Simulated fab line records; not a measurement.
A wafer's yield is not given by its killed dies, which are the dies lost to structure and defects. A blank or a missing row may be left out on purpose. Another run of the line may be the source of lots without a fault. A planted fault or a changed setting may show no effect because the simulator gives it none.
Which tool was responsible?	flow n5_finfet	72 wafers from 24 lots sampled at 6 of the route's 1938 steps

## WHAT THE GAUGES SHOWED, per wafer
N5_BEOL_M3_OVL_MEAS_12. Usual: M3_OVL gives -0.1 nm (standard deviation 0.66).
lot	measured	on	M3_OVL (nm)	flag
L075	day 7 16:47	overlay-01	-0.4 -0.6 -0.6	
L074	day 7 17:01	overlay-02	-0.2 0.4 0.9	
L076	day 7 20:14	overlay-02	0.4 0.4 0.6	
L077	day 7 22:18	overlay-01	-0.2 0.7 0.9	
L078	day 8 02:58	overlay-02	-0.5 -0.5 0.5	
L080	day 8 13:22	overlay-01	-0.3 -1.3 -0.4	
L079	day 8 14:26	overlay-01	-0.1 -0.1 0.6	
L082	day 9 04:34	overlay-01	-1.7 -0.3 -1.7	
L081	day 9 07:11	overlay-01	-0.3 -1.5 -0.3	
L084	day 9 23:52	overlay-01	-0.3 0.3 -0.3	
L083	day 10 02:49	overlay-01	-0.6 0.3 -0.5	
L085	day 10 08:25	overlay-01	-0.2 0.1 -0.9	
L086	day 10 15:14	overlay-01	-0.3 0.1 1.0	
L087	day 10 16:10	overlay-01	-0.7 -0.1 0.2	
L088	day 11 00:02	overlay-01	0.3 0.2 -0.3	
L090	day 11 00:32	overlay-01	-0.7 -1.3 -1.7	
L089	day 11 01:34	overlay-01	-0.1 0.7 1.1	
L091	day 12 16:40	overlay-01	0.4 1.0 0.1	
L093	day 12 21:58	overlay-01	0.2 0.1 1.3	
L092	day 12 23:58	overlay-01	-0.4 -0.8 -0.2	
L094	day 13 07:32	overlay-01	-1.1 -0.3 -0.9	
L096	day 14 05:47	overlay-01	0.2 -0.3 -0.4	
L095	day 14 06:32	overlay-01	0.5 0.0 0.0	
L097	day 14 15:40	overlay-01	-0.8 0.7 0.2	

N5_BEOL_M3_CD_MEAS_18: pitch 36 nm, target cd 18 nm. Usual: 18.2 nm for cd_nm, sd 0.39.
lot	measured	on	cd_nm (nm)	flag
L075	day 7 17:24	cd_sem-03	18.3 19.1 18.8	
L074	day 7 17:36	cd_sem-03	18.0 18.8 17.6	
L076	day 7 20:45	cd_sem-02	18.3 18.6 18.2	
L077	day 7 23:08	cd_sem-03	18.4 18.2 18.4	
L078	day 8 03:29	cd_sem-02	18.1 18.6 18.3	
L080	day 8 13:53	cd_sem-03	18.3 18.5 18.8	
L079	day 8 15:02	cd_sem-02	18.7 17.8 18.0	
L082	day 9 05:05	cd_sem-01	18.8 18.5 18.7	
L081	day 9 07:43	cd_sem-01	18.2 18.1 18.4	
L084	day 10 00:23	cd_sem-01	18.4 18.0 18.4	
L083	day 10 03:19	cd_sem-03	18.4 17.5 17.5	
L085	day 10 09:28	cd_sem-01	17.9 18.2 18.6	
L086	day 10 16:00	cd_sem-01	18.5 18.8 18.1	
L087	day 10 16:42	cd_sem-03	18.1 18.5 18.5	
L088	day 11 00:34	cd_sem-03	18.4 18.2 18.5	
L090	day 11 01:04	cd_sem-01	17.4 17.9 18.0	
L089	day 11 02:10	cd_sem-03	18.4 18.6 18.1	
L091	day 12 17:37	cd_sem-01	17.5 17.7 17.8	
L093	day 12 22:34	cd_sem-03	17.6 18.2 17.8	
L092	day 13 00:37	cd_sem-02	18.2 18.0 18.8	
L094	day 13 08:05	cd_sem-02	17.9 17.4 17.6	
L096	day 14 06:20	cd_sem-01	18.8 18.2 18.8	
L095	day 14 07:03	cd_sem-03	17.8 18.7 18.1	
L097	day 14 16:13	cd_sem-02	18.6 19.0 17.9	

N5_BEOL_M3_OVL_MEAS_29. Usual: V2_OVL gives 0.4 nm (standard deviation 0.76).
lot	measured	on	V2_OVL (nm)	flag
L075	day 7 17:46	overlay-01	-0.2 1.1 0.9	
L074	day 7 17:58	overlay-01	1.0 -0.3 0.1	
L076	day 7 21:07	overlay-01	1.3 0.9 1.0	
L077	day 7 23:29	overlay-02	0.0 -1.0 -1.5	
L078	day 8 03:50	overlay-01	0.3 -0.4 -0.8	
L080	day 8 14:22	overlay-02	0.4 0.8 0.7	
L079	day 8 15:23	overlay-01	0.4 1.2 1.3	
L082	day 9 05:26	overlay-01	0.1 -0.1 -0.7	
L081	day 9 08:04	overlay-01	0.8 1.1 0.7	
L084	day 10 00:44	overlay-01	-0.3 -0.4 -0.1	
L083	day 10 03:48	overlay-01	-0.5 -0.1 1.9	
L085	day 10 09:49	overlay-01	0.9 0.9 0.9	
L086	day 10 16:21	overlay-01	1.0 -0.1 -0.4	
L087	day 10 17:04	overlay-01	0.5 -0.6 0.9	
L088	day 11 01:02	overlay-01	-0.2 0.4 -0.1	
L090	day 11 01:32	overlay-01	0.3 0.4 2.0	
L089	day 11 02:38	overlay-01	0.8 -0.2 0.3	
L091	day 12 17:58	overlay-01	0.9 -0.1 0.5	
L093	day 12 22:56	overlay-01	1.7 1.6 0.9	
L092	day 13 01:05	overlay-01	0.4 1.2 0.4	
L094	day 13 08:33	overlay-01	1.0 0.2 -1.0	
L096	day 14 06:41	overlay-01	-1.5 -0.9 -0.6	
L095	day 14 07:24	overlay-01	-0.1 0.9 -0.5	
L097	day 14 16:35	overlay-02	1.1 1.4 0.1	

## WHAT TOOL EACH LOT RAN ON (gives the tool, then ch and the chambers of the sampled wafers, and finally the start)
lot	N5_BEOL_M2_SPUTTER_48	N5_BEOL_M2_SPUTTER_88	N5_BEOL_M2_SPUTTER_96
L075	pvd_sputter-03, day 7 11:59	pvd_sputter-03, day 7 12:52	pvd_sputter-03, day 7 13:44
L074	pvd_sputter-02, day 7 12:02	pvd_sputter-02, day 7 12:55	pvd_sputter-02, day 7 13:48
L076	pvd_sputter-02, day 7 15:58	pvd_sputter-02, day 7 16:50	pvd_sputter-02, day 7 17:43
L077	pvd_sputter-02, day 7 17:50	pvd_sputter-02, day 7 18:43	pvd_sputter-02, day 7 19:36
L078	pvd_sputter-02, day 7 22:36	pvd_sputter-02, day 7 23:29	pvd_sputter-02, day 8 00:22
L080	pvd_sputter-02, day 8 07:25	pvd_sputter-02, day 8 08:17	pvd_sputter-02, day 8 09:10
L079	pvd_sputter-02, day 8 10:43	pvd_sputter-02, day 8 11:35	pvd_sputter-02, day 8 12:28
L082	pvd_sputter-02, day 9 00:58	pvd_sputter-02, day 9 01:50	pvd_sputter-02, day 9 02:43
L081	pvd_sputter-01, day 9 01:16	pvd_sputter-01, day 9 02:08	pvd_sputter-01, day 9 03:01
L084	pvd_sputter-03, day 9 18:47	pvd_sputter-03, day 9 19:40	pvd_sputter-03, day 9 20:33
L083	pvd_sputter-01, day 9 20:05	pvd_sputter-01, day 9 20:58	pvd_sputter-01, day 9 23:37
L085	pvd_sputter-02, day 10 03:24	pvd_sputter-02, day 10 04:17	pvd_sputter-02, day 10 05:10
L086	pvd_sputter-02, day 10 09:43	pvd_sputter-02, day 10 10:35	pvd_sputter-02, day 10 11:28
L087	pvd_sputter-02, day 10 11:46	pvd_sputter-02, day 10 12:39	pvd_sputter-02, day 10 13:32
L088	pvd_sputter-01, day 10 17:18	pvd_sputter-01, day 10 18:11	pvd_sputter-01, day 10 19:04
L090	pvd_sputter-03, day 10 20:08	pvd_sputter-03, day 10 21:01	pvd_sputter-03, day 10 21:53
L089	pvd_sputter-03, day 10 22:01	pvd_sputter-03, day 10 22:53	pvd_sputter-03, day 10 23:46
L091	pvd_sputter-02, day 12 10:04	pvd_sputter-02, day 12 10:56	pvd_sputter-02, day 12 11:49
L093	pvd_sputter-01, day 12 15:43	pvd_sputter-01, day 12 16:36	pvd_sputter-01, day 12 17:29
L092	pvd_sputter-03, day 12 19:35	pvd_sputter-03, day 12 20:28	pvd_sputter-03, day 12 21:21
L094	pvd_sputter-01, day 13 01:42	pvd_sputter-01, day 13 02:35	pvd_sputter-01, day 13 03:28
L096	pvd_sputter-02, day 13 23:59	pvd_sputter-02, day 14 00:52	pvd_sputter-02, day 14 01:44
L095	pvd_sputter-02, day 14 02:39	pvd_sputter-02, day 14 03:32	pvd_sputter-02, day 14 04:25
L097	pvd_sputter-03, day 14 10:42	pvd_sputter-03, day 14 11:35	pvd_sputter-03, day 14 12:28
- N5_BEOL_M2_SPUTTER_48: material Cu, target thk 4.5 nm, time 8.29 s.
- N5_BEOL_M2_SPUTTER_88: material Cu, target thk 4.5 nm, time 8.29 s.
- N5_BEOL_M2_SPUTTER_96: material Cu, target thk 4.5 nm, time 8.29 s.

## WHAT THE TOOLS THEMSELVES READ (means of the sampled wafers that have a number; where no wafer has one, the mark that the record gives instead)
N5_BEOL_M2_SPUTTER_48. Usual: 29.6 % for throttle_valve_pct, sd 0.87.
lot	tool	throttle_valve_pct (%)	flag
L075	pvd_sputter-03	29.4	
L074	pvd_sputter-02	29.8	
L076	pvd_sputter-02	29.0	
L077	pvd_sputter-02	28.6	
L078	pvd_sputter-02	29.2	
L080	pvd_sputter-02	28.3	
L079	pvd_sputter-02	30.2	
L082	pvd_sputter-02	29.2	
L081	pvd_sputter-01	29.5	
L084	pvd_sputter-03	30.1	
L083	pvd_sputter-01	29.8	
L085	pvd_sputter-02	30.0	
L086	pvd_sputter-02	29.8	
L087	pvd_sputter-02	29.0	
L088	pvd_sputter-01	30.0	
L090	pvd_sputter-03	30.3	
L089	pvd_sputter-03	30.1	
L091	pvd_sputter-02	30.0	
L093	pvd_sputter-01	30.0	
L092	pvd_sputter-03	30.0	
L094	pvd_sputter-01	29.9	
L096	pvd_sputter-02	30.0	
L095	pvd_sputter-02	29.7	
L097	pvd_sputter-03	30.0	

N5_BEOL_M2_SPUTTER_88. Usual: 29.5 % for throttle_valve_pct, sd 0.87.
lot	tool	throttle_valve_pct (%)	flag
L075	pvd_sputter-03	29.5	
L074	pvd_sputter-02	29.6	
L076	pvd_sputter-02	28.9	
L077	pvd_sputter-02	28.4	
L078	pvd_sputter-02	29.0	
L080	pvd_sputter-02	28.5	
L079	pvd_sputter-02	30.0	
L082	pvd_sputter-02	28.9	
L081	pvd_sputter-01	29.7	
L084	pvd_sputter-03	30.0	
L083	pvd_sputter-01	29.7	
L085	pvd_sputter-02	29.8	
L086	pvd_sputter-02	29.9	
L087	pvd_sputter-02	28.8	
L088	pvd_sputter-01	29.9	
L090	pvd_sputter-03	30.3	
L089	pvd_sputter-03	29.9	
L091	pvd_sputter-02	30.1	
L093	pvd_sputter-01	29.8	
L092	pvd_sputter-03	29.9	
L094	pvd_sputter-01	29.9	
L096	pvd_sputter-02	30.0	
L095	pvd_sputter-02	29.8	
L097	pvd_sputter-03	30.0	

N5_BEOL_M2_SPUTTER_96. Usual: 29.5 % for throttle_valve_pct, sd 0.88.
lot	tool	throttle_valve_pct (%)	flag
L075	pvd_sputter-03	29.5	
L074	pvd_sputter-02	29.8	
L076	pvd_sputter-02	28.9	
L077	pvd_sputter-02	28.7	
L078	pvd_sputter-02	29.1	
L080	pvd_sputter-02	28.6	
L079	pvd_sputter-02	30.0	
L082	pvd_sputter-02	28.9	
L081	pvd_sputter-01	29.5	
L084	pvd_sputter-03	30.0	
L083	pvd_sputter-01	29.9	
L085	pvd_sputter-02	29.6	
L086	pvd_sputter-02	29.7	
L087	pvd_sputter-02	29.0	
L088	pvd_sputter-01	29.9	
L090	pvd_sputter-03	30.2	
L089	pvd_sputter-03	30.1	
L091	pvd_sputter-02	30.0	
L093	pvd_sputter-01	29.8	
L092	pvd_sputter-03	29.9	
L094	pvd_sputter-01	29.8	
L096	pvd_sputter-02	30.0	
L095	pvd_sputter-02	29.8	
L097	pvd_sputter-03	30.0	

## THE ANSWER, worked out from the rows above alone
Rule: a lot is off if the mean of its wafers that have a number lies more than 3 standard deviations from the usual mean. Also off: a lot with no number at a reading for which 4 or more lots have one. Any other lot the step has rows for is counted as sound. First the gauges in route order, then the tools' own readings, where a lot's mean is used as printed above. At the first step where some lot is off, the reading lying furthest off is the one used; lots without a number count as furthest.
No lot is off at any reading shown: from this, nothing can be told.

## WHAT THE SIMULATOR PUT IN
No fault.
